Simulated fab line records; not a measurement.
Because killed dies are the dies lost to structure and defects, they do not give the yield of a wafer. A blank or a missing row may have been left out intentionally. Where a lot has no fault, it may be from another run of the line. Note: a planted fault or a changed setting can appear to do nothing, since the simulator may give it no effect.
fab line records | flow n5-finfet | part 2 of 2: steps 5 to 6 of 6
[record] lots = 24 | wafers = 72 | last-day = 18
route steps=1938 shown BEOL_M9@1446 BEOL_M10@1483
lots that met no fault: from a run of the same line without faults
start-h: hours from the record's first day to the start of the lot's first wafer shown | wait-h: hours since the lot's step before | " the same as in the row above | L1.1+2: a single row standing in for several wafers | - no value, or no start given | * or withheld: withheld | < > ~ a bound
route shown NAME@n: names a module that has steps shown in the file, with the first one's number in the route | usual: the fault-free wafers' mean and standard deviation | same: alike in all rows | chamber/n: place in a boat | sites: readings site by site | _std_site: their standard deviation | _edge_site: the outer-site mean with the inner-site mean subtracted | radius-mm: for every site, how far away it sits from the centre of the wafer | mask NAME#n: copy n | behind: the tool/chamber that last shaped the wafer | hold: what put the lot on hold/how long, in hours/how the hold closed | device: whichever transistor did not switch (one of n, p or np) | end of line: tests of these same wafers at the route's end | where a step has no rows: the recipe by itself | killed: count of dies lost to structure and defects at first sort (not the wafer's yield) | map: per-die view of a wafer (x killed, . not killed, _ where there is no die)
set.NAME: the setting the step ran with; set.NAME@STEP: the setting that earlier step ran with | model.NAME: the simulator's own value behind a step, which no gauge read
steps of the route over a sample of lots; a table a step, a row a wafer
services: when a tool's chamber went out of use (start-h, in hours from the record's first day, below 0 if earlier), for how many hours, and the reason
[[steps]]
[step N5_BEOL_M10_DESCUM_33]
[recipe] chemistry = O2 | time-s = 7.9 | source-power-w = 50 | bias-power-w = 20 | pressure-mtorr = 20 | rf-frequency-hz = 2.712e+07 | temp-c = 40 | resist = CAR-ArF | o2-flow-sccm = 225
[usual] drypump-motor-current-A = 5.9/0.32 | oes-product-au = 0.78/0.079 | rf-vpp-V = 242.7/1.4 | showerhead-plenum-p-Torr = 2.06/0.07 | throttle-valve-pct = 20.44/0.27
lot.wafer | tool        | chamber | start-h | wait-h | drypump-motor-current-A | oes-product-au | rf-hours-counter-h | rf-vpp-V | showerhead-plenum-p-Torr | throttle-valve-pct
L074.1    | rie-diel-01 | 2       | 235.44  | 0.5    | 6.2                     | 0.70           | 226                | 241.3    | 2.07                     | 20.39
L074.2    | "           | 0       | "       | "      | 6.1                     | 0.80           | 117                | 243.1    | 2.02                     | 20.19
L074.3    | "           | 1       | "       | "      | 5.9                     | 0.66           | 247                | 242.2    | 2.06                     | 20.55
L075.1    | rie-diel-01 | 0       | 246.89  | 0.9    | 6.1                     | 0.79           | 122                | 241.5    | 2.02                     | 20.18
L075.5    | "           | 0       | "       | "      | 6.1                     | 0.79           | -                  | 242.7    | 2.02                     | 20.20
L075.6    | "           | 3       | "       | "      | 5.7                     | 0.75           | -                  | 243.3    | 2.01                     | 20.68
L077.1    | rie-diel-01 | 0       | 251.04  | 0.8    | 6.1                     | 0.79           | 126                | 241.6    | 2.02                     | 20.16
L077.5    | "           | 2       | "       | "      | 6.2                     | 0.69           | -                  | 242.8    | 2.07                     | 20.40
L077.6    | "           | 0       | "       | "      | 6.1                     | 0.79           | -                  | 242.3    | 2.02                     | 20.17
L076.1    | rie-diel-04 | 2       | 256.05  | 0.0    | 5.6                     | 0.73           | 202                | 246.1    | 2.15                     | 20.79
L076.3    | "           | 1       | "       | "      | 6.2                     | 0.83           | 58                 | 245.7    | 2.20                     | 20.33
L076.4    | "           | 3       | "       | "      | 5.6                     | 0.81           | 62                 | 244.7    | 2.21                     | 20.53
L078.3    | rie-diel-04 | 3       | 261.01  | 0.0    | 5.6                     | 0.81           | 65                 | 246.7    | 2.21                     | 20.55
L078.4    | "           | 0       | "       | "      | 5.5                     | 0.82           | 98                 | 240.6    | 2.03                     | 20.16
L078.6    | "           | 3       | "       | "      | 5.7                     | 0.81           | -                  | 244.6    | 2.21                     | 20.55
L080.1    | rie-diel-01 | 2       | 264.57  | 0.2    | 6.2                     | 0.68           | 241                | 243.1    | 2.07                     | 20.44
L080.3    | "           | 1       | "       | "      | 5.9                     | 0.97           | 2                  | 243.2    | 2.06                     | 20.14
L080.5    | "           | 2       | "       | "      | 6.2                     | 0.69           | -                  | 242.4    | 2.07                     | 20.44
L079.2    | rie-diel-01 | 0       | 270.30  | 0.0    | 6.1                     | 0.78           | 134                | 242.1    | 2.02                     | 20.19
L079.3    | "           | 2       | "       | "      | 6.1                     | 0.68           | 243                | 242.3    | 2.07                     | 20.44
L079.4    | "           | 1       | "       | "      | 6.0                     | 0.95           | 4                  | 242.2    | 2.06                     | 20.15
L081.1    | rie-diel-03 | 1       | 281.82  | 0.0    | 6.4                     | 0.87           | 47                 | 242.7    | 2.04                     | 20.05
L081.4    | "           | 0       | "       | "      | 5.1                     | 0.87           | 39                 | 242.6    | 2.03                     | 20.29
L081.6    | "           | 0       | "       | "      | 5.1                     | 0.87           | -                  | 242.9    | 2.03                     | 20.25
L083.2    | rie-diel-01 | 3       | 288.64  | 0.1    | 5.7                     | 0.74           | 163                | 241.3    | 2.00                     | 20.70
L083.5    | "           | 2       | "       | "      | 6.2                     | 0.68           | -                  | 243.1    | 2.07                     | 20.44
L083.6    | "           | 1       | "       | "      | 5.9                     | 0.94           | -                  | 241.6    | 2.06                     | 20.17
L082.1    | rie-diel-01 | 2       | 289.10  | 0.3    | 6.2                     | 0.68           | 250                | 242.2    | 2.07                     | 20.45
L082.4    | "           | 3       | "       | "      | 5.7                     | 0.73           | 163                | 241.2    | 2.00                     | 20.70
L082.5    | "           | 1       | "       | "      | 5.9                     | 0.94           | -                  | 242.6    | 2.06                     | 20.17
L084.1    | rie-diel-04 | 2       | 305.95  | 0.1    | 5.6                     | 0.72           | 219                | 244.9    | 2.14                     | 20.81
L084.4    | "           | 3       | "       | "      | 5.7                     | 0.80           | 78                 | 243.8    | 2.20                     | 20.56
L084.5    | "           | 1       | "       | "      | 6.2                     | 0.82           | -                  | 244.8    | 2.20                     | 20.36
L085.1    | rie-diel-03 | 1       | 312.27  | 0.1    | 6.3                     | 0.85           | 59                 | 243.4    | 2.03                     | 20.07
L085.4    | "           | 0       | "       | "      | 5.0                     | 0.85           | 50                 | 242.3    | 2.03                     | 20.29
L085.6    | "           | 0       | "       | "      | 5.1                     | 0.85           | -                  | 243.3    | 2.03                     | 20.29
L086.1    | rie-diel-01 | 3       | 313.09  | 0.0    | 5.7                     | 0.74           | 173                | 242.1    | 2.00                     | 20.70
L086.4    | "           | 1       | "       | "      | 5.9                     | 0.91           | 21                 | 243.3    | 2.06                     | 20.18
L086.5    | "           | 1       | "       | "      | 5.9                     | 0.91           | -                  | 242.1    | 2.06                     | 20.19
L089.1    | rie-diel-04 | 2       | 321.36  | 0.0    | 5.6                     | 0.71           | 224                | 245.2    | 2.14                     | 20.82
L089.2    | "           | 3       | "       | "      | 5.6                     | 0.78           | 84                 | 245.9    | 2.20                     | 20.55
L089.4    | "           | 0       | "       | "      | 5.5                     | 0.81           | 117                | 241.7    | 2.02                     | 20.18
L087.3    | rie-diel-03 | 1       | 321.53  | 0.0    | 6.3                     | 0.84           | 62                 | 241.2    | 2.03                     | 20.07
L087.4    | "           | 2       | "       | "      | 5.5                     | 0.72           | 194                | 244.8    | 2.17                     | 20.91
L087.6    | "           | 1       | "       | "      | 6.3                     | 0.85           | -                  | 241.5    | 2.03                     | 20.06
L088.1    | rie-diel-01 | 1       | 328.10  | 0.0    | 6.0                     | 0.89           | 26                 | 241.8    | 2.05                     | 20.20
L088.2    | "           | 0       | "       | "      | 6.0                     | 0.77           | 156                | 240.9    | 2.01                     | 20.23
L088.6    | "           | 3       | "       | "      | 5.7                     | 0.73           | -                  | 241.7    | 2.00                     | 20.72
L090.1    | rie-diel-01 | 1       | 336.31  | 0.0    | 5.9                     | 0.88           | 29                 | 243.5    | 2.05                     | 20.20
L090.2    | "           | 0       | "       | "      | 6.1                     | 0.76           | 159                | 242.9    | 2.01                     | 20.22
L090.3    | "           | 2       | "       | "      | 6.2                     | 0.95           | 8                  | 242.1    | 2.06                     | 20.10
L092.1    | rie-diel-04 | 1       | 341.09  | 0.0    | 6.2                     | 0.80           | 88                 | 243.6    | 2.19                     | 20.39
L092.2    | "           | 2       | "       | "      | 5.6                     | 0.71           | 233                | 244.1    | 2.14                     | 20.84
L092.3    | "           | 3       | "       | "      | 5.7                     | 0.79           | 91                 | 245.2    | 2.20                     | 20.56
L091.1    | rie-diel-01 | 2       | 342.13  | 0.0    | 6.2                     | 0.94           | 10                 | 242.4    | 2.06                     | 20.09
L091.4    | "           | 0       | "       | "      | 6.1                     | 0.77           | 162                | 241.7    | 2.01                     | 20.25
L091.6    | "           | 0       | "       | "      | 6.1                     | 0.76           | -                  | 243.8    | 2.01                     | 20.24
L094.1    | rie-diel-03 | 2       | 352.88  | 0.0    | 5.4                     | 0.70           | 208                | 244.0    | 2.17                     | 20.94
L094.4    | "           | 1       | "       | "      | 6.3                     | 0.83           | -                  | 242.4    | 2.03                     | 20.09
L094.6    | "           | 2       | "       | "      | 5.5                     | 0.70           | -                  | 243.9    | 2.17                     | 20.94
L093.3    | rie-diel-03 | 2       | 364.42  | 0.0    | 5.5                     | 0.71           | 212                | 243.7    | 2.17                     | 20.95
L093.4    | "           | 2       | "       | "      | 5.5                     | 0.71           | -                  | 245.1    | 2.17                     | 20.94
L093.6    | "           | 3       | "       | "      | 5.9                     | 0.70           | -                  | 240.9    | 1.98                     | 20.71
L095.2    | rie-diel-01 | 2       | 364.71  | 0.2    | 6.2                     | 0.92           | 17                 | 241.9    | 2.06                     | 20.10
L095.3    | "           | 0       | "       | "      | 6.0                     | 0.75           | 169                | 241.3    | 2.01                     | 20.27
L095.6    | "           | 0       | "       | "      | 6.1                     | 0.76           | -                  | 241.5    | 2.01                     | 20.25
L096.1    | rie-diel-03 | 0       | 369.24  | 0.0    | 5.1                     | 0.85           | 56                 | 242.8    | 2.03                     | 20.29
L096.2    | "           | 3       | "       | "      | 5.9                     | 0.71           | 237                | 240.8    | 1.98                     | 20.73
L096.5    | "           | 0       | "       | "      | 5.1                     | 0.84           | -                  | 242.7    | 2.03                     | 20.31
L097.1    | rie-diel-03 | 1       | 369.70  | 0.3    | 6.3                     | 0.83           | 83                 | 242.3    | 2.02                     | 20.09
L097.4    | "           | 2       | "       | "      | 5.5                     | 0.70           | 214                | 244.0    | 2.17                     | 20.96
L097.6    | "           | 3       | "       | "      | 5.9                     | 0.70           | -                  | 240.5    | 1.98                     | 20.72
[step N5_BEOL_M10_STRIP_36]
[recipe] chemistry = N2/H2 | power-w = 450 | temp-c = 40 | pressure-mtorr = 20 | rf-frequency-hz = 6e+07 | overash-fraction = 0.3 | bias-power-w = 7 | h2-frac = 0.5 | n2-flow-sccm = 200 | h2-flow-sccm = 200
[usual] drypump-motor-current-A = 5.9/0.32 | oes-product-au = 0.78/0.078 | rf-vpp-V = 58.9/2.1 | showerhead-plenum-p-Torr = 2.50/0.086 | throttle-valve-pct = 23.66/0.28
lot.wafer | tool        | chamber | start-h | wait-h | drypump-motor-current-A | oes-product-au | rf-hours-counter-h | rf-vpp-V | showerhead-plenum-p-Torr | throttle-valve-pct
L074.1    | rie-diel-01 | 2       | 235.71  | 0.0    | 6.2                     | 0.70           | 226                | 60.5     | 2.51                     | 23.68
L074.2    | "           | 0       | "       | "      | 6.0                     | 0.80           | 117                | 58.4     | 2.44                     | 23.50
L074.3    | "           | 1       | "       | "      | 5.9                     | 0.67           | 247                | 54.4     | 2.50                     | 23.54
L075.1    | rie-diel-01 | 0       | 247.16  | 0.0    | 6.1                     | 0.78           | 122                | 59.4     | 2.44                     | 23.52
L075.5    | "           | 0       | "       | "      | 6.0                     | 0.80           | -                  | 58.0     | 2.44                     | 23.48
L075.6    | "           | 3       | "       | "      | 5.7                     | 0.74           | -                  | 58.2     | 2.44                     | 23.91
L077.1    | rie-diel-01 | 0       | 251.31  | 0.0    | 6.0                     | 0.78           | 126                | 58.7     | 2.44                     | 23.53
L077.5    | "           | 2       | "       | "      | 6.2                     | 0.69           | -                  | 59.4     | 2.50                     | 23.66
L077.6    | "           | 0       | "       | "      | 6.0                     | 0.78           | -                  | 61.4     | 2.44                     | 23.50
L076.1    | rie-diel-04 | 2       | 256.32  | 0.0    | 5.6                     | 0.73           | 202                | 57.3     | 2.61                     | 23.96
L076.3    | "           | 1       | "       | "      | 6.2                     | 0.83           | 58                 | 58.5     | 2.69                     | 23.83
L076.4    | "           | 3       | "       | "      | 5.6                     | 0.80           | 62                 | 58.7     | 2.68                     | 23.62
L078.3    | rie-diel-04 | 3       | 261.28  | 0.0    | 5.7                     | 0.81           | 65                 | 60.7     | 2.67                     | 23.61
L078.4    | "           | 0       | "       | "      | 5.5                     | 0.84           | 98                 | 60.4     | 2.45                     | 23.31
L078.6    | "           | 3       | "       | "      | 5.7                     | 0.82           | -                  | 59.2     | 2.67                     | 23.66
L080.1    | rie-diel-01 | 2       | 264.84  | 0.0    | 6.2                     | 0.68           | 241                | 59.3     | 2.50                     | 23.68
L080.3    | "           | 1       | "       | "      | 6.0                     | 0.95           | 2                  | 54.6     | 2.50                     | 23.21
L080.5    | "           | 2       | "       | "      | 6.2                     | 0.67           | -                  | 58.6     | 2.50                     | 23.69
L079.2    | rie-diel-01 | 0       | 270.57  | 0.0    | 6.1                     | 0.79           | 134                | 60.2     | 2.44                     | 23.51
L079.3    | "           | 2       | "       | "      | 6.2                     | 0.69           | 243                | 59.4     | 2.50                     | 23.69
L079.4    | "           | 1       | "       | "      | 6.0                     | 0.97           | 4                  | 61.7     | 2.50                     | 23.18
L081.1    | rie-diel-03 | 1       | 282.09  | 0.0    | 6.4                     | 0.89           | 48                 | 58.8     | 2.48                     | 23.32
L081.4    | "           | 0       | "       | "      | 5.1                     | 0.87           | 39                 | 57.3     | 2.48                     | 23.56
L081.6    | "           | 0       | "       | "      | 5.1                     | 0.88           | -                  | 61.8     | 2.48                     | 23.57
L083.2    | rie-diel-01 | 3       | 288.91  | 0.0    | 5.8                     | 0.73           | 163                | 58.6     | 2.43                     | 23.90
L083.5    | "           | 2       | "       | "      | 6.2                     | 0.68           | -                  | 58.1     | 2.50                     | 23.67
L083.6    | "           | 1       | "       | "      | 6.0                     | 0.94           | -                  | 54.3     | 2.50                     | 23.17
L082.1    | rie-diel-01 | 2       | 289.37  | 0.0    | 6.2                     | 0.66           | 250                | 58.7     | 2.49                     | 23.67
L082.4    | "           | 3       | "       | "      | 5.7                     | 0.74           | 163                | 61.9     | 2.43                     | 23.92
L082.5    | "           | 1       | "       | "      | 6.0                     | 0.93           | -                  | 59.4     | 2.50                     | 23.21
L084.1    | rie-diel-04 | 2       | 306.22  | 0.0    | 5.6                     | 0.73           | 219                | 61.7     | 2.61                     | 23.94
L084.4    | "           | 3       | "       | "      | 5.6                     | 0.82           | 78                 | 61.7     | 2.67                     | 23.66
L084.5    | "           | 1       | "       | "      | 6.3                     | 0.83           | -                  | 56.9     | 2.68                     | 23.87
L085.1    | rie-diel-03 | 1       | 312.54  | 0.0    | 6.4                     | 0.85           | 59                 | 58.9     | 2.48                     | 23.32
L085.4    | "           | 0       | "       | "      | 5.1                     | 0.85           | 50                 | 58.7     | 2.48                     | 23.62
L085.6    | "           | 0       | "       | "      | 5.1                     | 0.85           | -                  | 58.0     | 2.48                     | 23.59
L086.1    | rie-diel-01 | 3       | 313.36  | 0.0    | 5.7                     | 0.73           | 173                | 58.3     | 2.43                     | 23.93
L086.4    | "           | 1       | "       | "      | 6.0                     | 0.90           | 21                 | 56.2     | 2.49                     | 23.23
L086.5    | "           | 1       | "       | "      | 6.0                     | 0.90           | -                  | 60.9     | 2.50                     | 23.22
L089.1    | rie-diel-04 | 2       | 321.64  | 0.0    | 5.6                     | 0.71           | 224                | 61.8     | 2.60                     | 23.93
L089.2    | "           | 3       | "       | "      | 5.7                     | 0.79           | 84                 | 56.9     | 2.67                     | 23.70
L089.4    | "           | 0       | "       | "      | 5.5                     | 0.79           | 117                | 58.2     | 2.45                     | 23.32
L087.3    | rie-diel-03 | 1       | 321.81  | 0.0    | 6.3                     | 0.86           | 62                 | 59.3     | 2.48                     | 23.35
L087.4    | "           | 2       | "       | "      | 5.5                     | 0.72           | 194                | 62.5     | 2.63                     | 23.93
L087.6    | "           | 1       | "       | "      | 6.3                     | 0.85           | -                  | 58.5     | 2.48                     | 23.30
L088.1    | rie-diel-01 | 1       | 328.37  | 0.0    | 5.9                     | 0.89           | 26                 | 56.5     | 2.49                     | 23.19
L088.2    | "           | 0       | "       | "      | 6.1                     | 0.77           | 156                | 57.5     | 2.43                     | 23.52
L088.6    | "           | 3       | "       | "      | 5.7                     | 0.72           | -                  | 62.1     | 2.42                     | 23.94
L090.1    | rie-diel-01 | 1       | 336.58  | 0.0    | 5.9                     | 0.89           | 29                 | 62.4     | 2.49                     | 23.22
L090.2    | "           | 0       | "       | "      | 6.0                     | 0.77           | 159                | 61.9     | 2.43                     | 23.56
L090.3    | "           | 2       | "       | "      | 6.2                     | 0.93           | 8                  | 55.6     | 2.49                     | 23.35
L092.1    | rie-diel-04 | 1       | 341.36  | 0.0    | 6.2                     | 0.79           | 88                 | 59.9     | 2.68                     | 23.87
L092.2    | "           | 2       | "       | "      | 5.6                     | 0.70           | 233                | 62.2     | 2.60                     | 23.97
L092.3    | "           | 3       | "       | "      | 5.7                     | 0.79           | 91                 | 62.1     | 2.66                     | 23.66
L091.1    | rie-diel-01 | 2       | 342.40  | 0.0    | 6.2                     | 0.93           | 10                 | 60.3     | 2.49                     | 23.40
L091.4    | "           | 0       | "       | "      | 6.1                     | 0.76           | 162                | 61.3     | 2.43                     | 23.59
L091.6    | "           | 0       | "       | "      | 6.1                     | 0.76           | -                  | 56.1     | 2.43                     | 23.59
L094.1    | rie-diel-03 | 2       | 353.15  | 0.0    | 5.5                     | 0.69           | 209                | 61.8     | 2.62                     | 23.94
L094.4    | "           | 1       | "       | "      | 6.4                     | 0.83           | -                  | 58.5     | 2.47                     | 23.34
L094.6    | "           | 2       | "       | "      | 5.5                     | 0.70           | -                  | 61.8     | 2.62                     | 23.95
L093.3    | rie-diel-03 | 2       | 364.69  | 0.0    | 5.5                     | 0.72           | 212                | 57.9     | 2.62                     | 23.92
L093.4    | "           | 2       | "       | "      | 5.5                     | 0.72           | -                  | 60.1     | 2.62                     | 23.91
L093.6    | "           | 3       | "       | "      | 6.0                     | 0.70           | -                  | 55.9     | 2.41                     | 24.16
L095.2    | rie-diel-01 | 2       | 364.98  | 0.0    | 6.2                     | 0.90           | 18                 | 61.2     | 2.49                     | 23.39
L095.3    | "           | 0       | "       | "      | 6.0                     | 0.75           | 169                | 61.3     | 2.42                     | 23.58
L095.6    | "           | 0       | "       | "      | 6.0                     | 0.75           | -                  | 60.2     | 2.42                     | 23.54
L096.1    | rie-diel-03 | 0       | 369.51  | 0.0    | 5.1                     | 0.84           | 56                 | 61.1     | 2.48                     | 23.57
L096.2    | "           | 3       | "       | "      | 5.9                     | 0.70           | 237                | 59.9     | 2.40                     | 24.15
L096.5    | "           | 0       | "       | "      | 5.1                     | 0.82           | -                  | 57.1     | 2.47                     | 23.60
L097.1    | rie-diel-03 | 1       | 369.97  | 0.0    | 6.3                     | 0.83           | 83                 | 57.4     | 2.47                     | 23.37
L097.4    | "           | 2       | "       | "      | 5.5                     | 0.70           | 215                | 59.7     | 2.62                     | 23.93
L097.6    | "           | 3       | "       | "      | 5.9                     | 0.70           | -                  | 56.6     | 2.40                     | 24.19
[[services]]
tool           | chamber | start-h | hours | kind
rie-diel-01    | 1       | 203.47  | 7.2   | repair
rie-diel-04    | 1       | 209.09  | 6.8   | repair
rie-diel-02    | -       | 211.42  | 0.1   | repair
rie-diel-03    | 2       | 212.85  | 15.3  | repair
rie-diel-02    | 1       | 234.79  | 10.1  | repair
rie-diel-04    | -       | 240.08  | 14.6  | pm
rie-diel-01    | 1       | 244.09  | -     | clean
rie-diel-01    | 1       | 244.09  | -     | consumable-replace:focus-ring
rie-diel-01    | 1       | 244.09  | 13.9  | scheduled-down
rie-diel-01    | 1       | 244.09  | 13.9  | vent-cycle
pvd-sputter-03 | -       | 271.86  | 1.3   | repair
rie-diel-01    | 2       | 290.57  | -     | clean
rie-diel-01    | 2       | 290.57  | -     | consumable-replace:focus-ring
rie-diel-01    | 2       | 290.57  | 21.6  | scheduled-down
rie-diel-01    | 2       | 290.57  | 21.6  | vent-cycle
rie-diel-05    | 0       | 290.58  | 14.1  | repair
rie-diel-06    | 2       | 323.89  | 4.5   | repair
rie-diel-05    | 2       | 335.81  | -     | clean
rie-diel-05    | 2       | 335.81  | -     | consumable-replace:focus-ring
rie-diel-05    | 2       | 335.81  | 25.0  | scheduled-down
rie-diel-04    | 1       | 344.77  | 30.9  | repair
rie-diel-02    | 1       | 351.37  | 14.6  | repair
rie-diel-05    | 3       | 356.99  | 15.0  | repair
rie-diel-03    | -       | 361.14  | 2.8   | pm
